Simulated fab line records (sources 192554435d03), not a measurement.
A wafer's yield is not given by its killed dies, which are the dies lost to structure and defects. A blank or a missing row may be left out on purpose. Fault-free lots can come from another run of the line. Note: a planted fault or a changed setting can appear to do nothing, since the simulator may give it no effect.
What tool caused it? || flow n5-finfet || Sampling: 10 lots, 30 wafers, 3 of 1938 route steps

== WHAT THE GAUGES SHOWED, per wafer ==
N5_BEOL_M4_INSPECT_59: inspects for defects (darkfield).
{"lot": "L913", "measured": "day 8 12:29", "on": "defect-inspect-01", "raw-defect-count": "57 51 68"}
{"lot": "L916", "measured": "day 8 20:38", "on": "defect-inspect-02", "raw-defect-count": "104 79 75"}
{"lot": "L917", "measured": "day 9 10:14", "on": "defect-inspect-02", "raw-defect-count": "36 52 32"}
{"lot": "L918", "measured": "day 9 21:10", "on": "defect-inspect-01", "raw-defect-count": "33 54 65"}
{"lot": "L919", "measured": "day 10 00:35", "on": "defect-inspect-02", "raw-defect-count": "72 83"}
{"lot": "L921", "measured": "day 10 23:11", "on": "defect-inspect-02", "raw-defect-count": "91 54 108"}
{"lot": "L922", "measured": "day 11 06:34", "on": "defect-inspect-01", "raw-defect-count": "49 50 48"}
{"lot": "L927", "measured": "day 12 06:25", "on": "defect-inspect-02", "raw-defect-count": "106 118 141"}
{"lot": "L929", "measured": "day 13 03:14", "on": "defect-inspect-02", "raw-defect-count": "64 89 58"}
{"lot": "L935", "measured": "day 13 19:01", "on": "defect-inspect-02", "raw-defect-count": "90 83 65"}

N5_BEOL_M4_RC_MEAS_101.
{"lot": "L913", "measured": "day 8 12:31", "on": "prober-02", "CJ_N": "4.22 4.28 4.19", "CJ_P": "5.78 5.74 6.03", "DIBL_N (mV/V)": "35.0 34.5 35.7", "DIBL_P (mV/V)": "36.0 34.9 36.5", "IOFF_N (nA/um)": "0.147 0.134 0.149", "IOFF_P (nA/um)": "0.215 0.201 0.231", "ION_N (uA/um)": "681 671 675", "ION_P (uA/um)": "478 469 472", "RS_NWELL (ohm/sq)": "1034 1035 1027", "RS_PWELL (ohm/sq)": "2974 3026 3000", "SS_N (mV/dec)": "70.4 71.1 71.2", "SS_P (mV/dec)": "72.5 72.2 72.7", "VT_N (mV)": "248.7 251.1 250.3", "VT_N_LONG (mV)": "275.9 275.1 274.6", "VT_P (mV)": "-247.8 -247.9 -247.5"}
{"lot": "L916", "measured": "day 8 20:49", "on": "prober-01", "CJ_N": "4.21 4.33 4.34", "CJ_P": "5.85 5.59 5.89", "DIBL_N (mV/V)": "38.0 37.3 37.5", "DIBL_P (mV/V)": "35.9 34.0 34.4", "IOFF_N (nA/um)": "0.154 0.138 0.139", "IOFF_P (nA/um)": "0.196 0.168 0.178", "ION_N (uA/um)": "667 668 671", "ION_P (uA/um)": "454 448 457", "RS_NWELL (ohm/sq)": "1029 1037 1035", "RS_PWELL (ohm/sq)": "3009 2998 2981", "SS_N (mV/dec)": "71.5 71.7 71.3", "SS_P (mV/dec)": "73.9 72.9 73.1", "VT_N (mV)": "250.2 249.0 252.9", "VT_N_LONG (mV)": "273.7 275.0 275.3", "VT_P (mV)": "-250.9 -253.1 -254.4"}
{"lot": "L917", "measured": "day 9 10:25", "on": "prober-02", "CJ_N": "4.20 4.20 4.31", "CJ_P": "5.65 5.95 5.74", "DIBL_N (mV/V)": "34.5 35.4 37.4", "DIBL_P (mV/V)": "35.0 36.9 38.7", "IOFF_N (nA/um)": "0.131 0.152 0.186", "IOFF_P (nA/um)": "0.171 0.188 0.217", "ION_N (uA/um)": "666 674 685", "ION_P (uA/um)": "456 463 463", "RS_NWELL (ohm/sq)": "1041 1043 1053", "RS_PWELL (ohm/sq)": "3032 3041 3044", "SS_N (mV/dec)": "71.5 70.7 71.4", "SS_P (mV/dec)": "72.7 74.0 73.5", "VT_N (mV)": "252.6 249.2 247.3", "VT_N_LONG (mV)": "272.8 272.8 272.3", "VT_P (mV)": "-254.4 -253.0 -250.4"}
{"lot": "L918", "measured": "day 9 21:12", "on": "prober-02", "CJ_N": "5.00 5.04 5.02", "CJ_P": "4.10 4.14 3.67", "DIBL_N (mV/V)": "39.1 37.8 38.9", "DIBL_P (mV/V)": "39.8 37.9 40.4", "IOFF_N (nA/um)": "0.173 0.150 0.168", "IOFF_P (nA/um)": "0.263 0.226 0.286", "ION_N (uA/um)": "662 655 665", "ION_P (uA/um)": "473 470 476", "RS_NWELL (ohm/sq)": "1074 1063 1063", "RS_PWELL (ohm/sq)": "3151 3137 3172", "SS_N (mV/dec)": "71.5 71.1 71.1", "SS_P (mV/dec)": "74.7 73.9 74.7", "VT_N (mV)": "248.3 251.7 251.9", "VT_N_LONG (mV)": "280.2 281.4 279.0", "VT_P (mV)": "-247.0 -249.5 -249.7"}
{"lot": "L919", "measured": "day 10 01:04", "on": "prober-01", "CJ_N": "4.96 4.99", "CJ_P": "3.93 3.96", "DIBL_N (mV/V)": "36.0 34.3", "DIBL_P (mV/V)": "37.4 35.4", "IOFF_N (nA/um)": "0.138 0.108", "IOFF_P (nA/um)": "0.228 0.215", "ION_N (uA/um)": "651 639", "ION_P (uA/um)": "465 465", "RS_NWELL (ohm/sq)": "1054 1064", "RS_PWELL (ohm/sq)": "3133 3105", "SS_N (mV/dec)": "71.2 70.5", "SS_P (mV/dec)": "73.6 72.9", "VT_N (mV)": "255.8 255.9", "VT_N_LONG (mV)": "283.0 280.7", "VT_P (mV)": "-249.0 -251.3"}
{"lot": "L921", "measured": "day 10 23:22", "on": "prober-01", "CJ_N": "5.01 4.95 5.01", "CJ_P": "4.23 4.39 4.21", "DIBL_N (mV/V)": "36.9 36.0 38.2", "DIBL_P (mV/V)": "38.9 37.4 40.5", "IOFF_N (nA/um)": "0.156 0.144 0.189", "IOFF_P (nA/um)": "0.255 0.229 0.293", "ION_N (uA/um)": "660 658 670", "ION_P (uA/um)": "468 469 472", "RS_NWELL (ohm/sq)": "1047 1052 1058", "RS_PWELL (ohm/sq)": "3146 3135 3141", "SS_N (mV/dec)": "71.8 71.4 72.0", "SS_P (mV/dec)": "73.3 72.6 73.8", "VT_N (mV)": "252.4 250.7 250.1", "VT_N_LONG (mV)": "280.3 276.5 279.2", "VT_P (mV)": "-246.4 -246.3 -245.2"}
{"lot": "L922", "measured": "day 11 06:45", "on": "prober-01", "CJ_N": "4.19 4.14 4.21", "CJ_P": "5.67 5.57 5.61", "DIBL_N (mV/V)": "34.6 34.2 35.7", "DIBL_P (mV/V)": "35.7 35.0 36.7", "IOFF_N (nA/um)": "0.140 0.127 0.151", "IOFF_P (nA/um)": "0.202 0.192 0.220", "ION_N (uA/um)": "667 671 683", "ION_P (uA/um)": "464 464 470", "RS_NWELL (ohm/sq)": "1019 1027 1037", "RS_PWELL (ohm/sq)": "3019 2980 2972", "SS_N (mV/dec)": "71.3 70.6 72.0", "SS_P (mV/dec)": "73.1 73.6 73.2", "VT_N (mV)": "250.4 252.5 249.6", "VT_N_LONG (mV)": "275.8 274.2 272.0", "VT_P (mV)": "-249.8 -248.7 -248.1"}
{"lot": "L927", "measured": "day 12 07:57", "on": "prober-02", "CJ_N": "4.36 4.37 4.27", "CJ_P": "5.92 5.84 5.56", "DIBL_N (mV/V)": "38.1 35.8 36.0", "DIBL_P (mV/V)": "38.3 35.9 36.6", "IOFF_N (nA/um)": "0.197 0.165 0.167", "IOFF_P (nA/um)": "0.275 0.225 0.232", "ION_N (uA/um)": "691 683 679", "ION_P (uA/um)": "467 473 468", "RS_NWELL (ohm/sq)": "1042 1032 1031", "RS_PWELL (ohm/sq)": "2999 2990 2975", "SS_N (mV/dec)": "72.3 72.1 71.6", "SS_P (mV/dec)": "74.0 73.4 73.6", "VT_N (mV)": "248.2 246.7 246.9", "VT_N_LONG (mV)": "272.6 274.4 275.3", "VT_P (mV)": "-244.3 -250.4 -249.3"}
{"lot": "L929", "measured": "day 13 03:16", "on": "prober-01", "CJ_N": "4.24 4.36 4.32", "CJ_P": "5.99 6.02 5.78", "DIBL_N (mV/V)": "37.0 36.8 36.0", "DIBL_P (mV/V)": "36.9 36.3 35.9", "IOFF_N (nA/um)": "0.184 0.175 0.165", "IOFF_P (nA/um)": "0.281 0.255 0.241", "ION_N (uA/um)": "697 691 681", "ION_P (uA/um)": "482 478 467", "RS_NWELL (ohm/sq)": "1038 1042 1037", "RS_PWELL (ohm/sq)": "2991 3005 3009", "SS_N (mV/dec)": "71.4 71.3 71.2", "SS_P (mV/dec)": "73.5 73.3 73.2", "VT_N (mV)": "244.1 244.7 248.3", "VT_N_LONG (mV)": "269.3 270.5 269.7", "VT_P (mV)": "-239.9 -242.6 -243.3"}
{"lot": "L935", "measured": "day 13 19:11", "on": "prober-01", "CJ_N": "4.28 4.29 4.26", "CJ_P": "5.53 5.76 5.65", "DIBL_N (mV/V)": "35.5 35.1 36.6", "DIBL_P (mV/V)": "34.3 34.3 35.9", "IOFF_N (nA/um)": "0.139 0.139 0.153", "IOFF_P (nA/um)": "0.185 0.189 0.216", "ION_N (uA/um)": "659 669 662", "ION_P (uA/um)": "456 459 462", "RS_NWELL (ohm/sq)": "1043 1033 1037", "RS_PWELL (ohm/sq)": "3016 3020 3011", "SS_N (mV/dec)": "71.2 71.4 71.1", "SS_P (mV/dec)": "72.3 72.9 72.4", "VT_N (mV)": "250.1 253.1 252.1", "VT_N_LONG (mV)": "274.5 274.0 274.3", "VT_P (mV)": "-250.4 -250.0 -251.4"}

== WHICH TOOL RAN EACH LOT (tool, then ch and the chambers of the sampled wafers, then the start) ==
{"lot": "L913", "N5_WELL_APT_EPI_41": "epi-rpcvd-01 ch 0, day 1 16:20"}
{"lot": "L916", "N5_WELL_APT_EPI_41": "epi-rpcvd-01 ch 0, day 2 10:17"}
{"lot": "L917", "N5_WELL_APT_EPI_41": "epi-rpcvd-01 ch 0, day 2 16:00"}
{"lot": "L918", "N5_WELL_APT_EPI_41": "epi-rpcvd-01 ch 0, day 2 21:58"}
{"lot": "L919", "N5_WELL_APT_EPI_41": "epi-rpcvd-01 ch 0, day 3 04:43"}
{"lot": "L921", "N5_WELL_APT_EPI_41": "epi-rpcvd-01 ch 0, day 3 16:23"}
{"lot": "L922", "N5_WELL_APT_EPI_41": "epi-rpcvd-03 ch 0, day 3 22:08"}
{"lot": "L927", "N5_WELL_APT_EPI_41": "epi-rpcvd-03 ch 0, day 5 04:19"}
{"lot": "L929", "N5_WELL_APT_EPI_41": "epi-rpcvd-02 ch 0, day 5 16:10"}
{"lot": "L935", "N5_WELL_APT_EPI_41": "epi-rpcvd-03 ch 0, day 7 04:26"}
- N5_WELL_APT_EPI_41: deposits Si from SiH4/H2, target thk 50 nm, time 297.7 s.

== WHAT THE TOOLS THEMSELVES READ (means of the sampled wafers that have a number; where no wafer has one, the mark that the record gives instead) ==
N5_WELL_APT_EPI_41.
{"lot": "L913", "tool": "epi-rpcvd-01", "throttle-valve-pct (%)": 11.9}
{"lot": "L916", "tool": "epi-rpcvd-01", "throttle-valve-pct (%)": 11.9}
{"lot": "L917", "tool": "epi-rpcvd-01", "throttle-valve-pct (%)": 11.9}
{"lot": "L918", "tool": "epi-rpcvd-01", "throttle-valve-pct (%)": 11.9}
{"lot": "L919", "tool": "epi-rpcvd-01", "throttle-valve-pct (%)": 11.9}
{"lot": "L921", "tool": "epi-rpcvd-01", "throttle-valve-pct (%)": 11.9}
{"lot": "L922", "tool": "epi-rpcvd-03", "throttle-valve-pct (%)": 11.2}
{"lot": "L927", "tool": "epi-rpcvd-03", "throttle-valve-pct (%)": 11.2}
{"lot": "L929", "tool": "epi-rpcvd-02", "throttle-valve-pct (%)": 11.3}
{"lot": "L935", "tool": "epi-rpcvd-03", "throttle-valve-pct (%)": 11.3}

== THE ANSWER, worked out from the rows above alone ==
Rule: the usual values come from the lots themselves. The widest of any qualifying gaps counts: lots, ordered by their means at a reading, are off when they make up no more than a third of the lots, leave a main group of 4 or more, and stand apart from it by 3 or more times the standard deviation of that group's means. Not used: any main group whose means are identical at the precision the tables above print for the reading. A lot without any number at a reading at which 4 lots or more have one is off too. Any other lot the step has rows for is counted as sound. The gauges are gone through in route order, then the tools' own readings, and for those a lot's mean is taken as printed above. At the first step where some lot is off, the reading lying furthest off is the one used; lots without a number count as furthest.
Off: L918, L919, L921, at N5_BEOL_M4_RC_MEAS_101 (CJ_P). Mean 5.77 and standard deviation 0.1 in the main group.
If a tool, at a process step before that reading, ran all the lots that are off and no sound lot after the first of them, it fits. The gauges at N5_BEOL_M4_RC_MEAS_101 are tried like those tools. One fits: epi-rpcvd-01 at N5_WELL_APT_EPI_41. Its last sound lot is L917 (day 2 16:00), its first lot that is off L918 (day 2 21:58): a fault that began between those two fits.

== WHAT WAS PUT IN BY THE SIMULATOR ==
Process parameter drift: epi-rpcvd-01, from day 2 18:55 on, at N5_WELL_APT_EPI_41. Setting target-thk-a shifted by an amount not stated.
Struck lots among those shown: L918, L919, L921. This agrees with what the rule above found.
